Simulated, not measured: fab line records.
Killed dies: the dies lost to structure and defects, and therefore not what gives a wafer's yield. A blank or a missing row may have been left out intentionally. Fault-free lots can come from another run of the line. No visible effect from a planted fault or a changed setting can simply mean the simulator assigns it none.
Chamber matching	flow n5-finfet	N5_SD_EPI_N_SD_RECESS_17 on rie-si-06 has 4 sister chambers
The step chemistry HBr/Cl2/O2, target depth 41 nm, time 23.7 s, bt time 3 s. 4 wafers are shown with their chamber, then 7 later ones without.

== WAFERS, EACH WITH ITS CHAMBER ==
wafer	chamber	throttle-valve-pct (%)
L131.1	0	37.7
L132.2	1	37.6
L133.3	2	36.8
L133.4	3	36.9

== WAFERS WITHOUT THEIR CHAMBER ==
wafer	throttle-valve-pct (%)
L133.5	37.6
L134.1	37.8
L134.2	36.9
L134.4	37.6
L138.1	37.6
L138.4	37.8
L138.5	36.9

== CHAMBER TAKEN BY EACH ==
wafer	from the rows above	in truth
L133.5	can't be placed: 1 or 0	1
L134.1	can't be placed: 0 or 1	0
L134.2	can't be placed: 3 or 2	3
L134.4	can't be placed: 1 or 0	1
L138.1	can't be placed: 1 or 0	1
L138.4	can't be placed: 0 or 1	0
L138.5	can't be placed: 3 or 2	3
0 of 7 placed correctly. Can't be placed from these rows: 7 (the true chamber is among the candidates in 7). Placed wrongly: 0.
How it was worked out, from the rows above alone: a wafer's distance from a chamber is the root of the sum, over the readings, of the square of ((its reading less the chamber's mean) divided by the reading's scatter). The wafer belongs to the nearest chamber; if the next one is less than 2 further off, it can't be placed. Each chamber's mean is taken over the wafers shown for it. The scatter: with one shown wafer a chamber, the root of the mean of the squares of how far each hidden wafer lies from its nearest shown one.
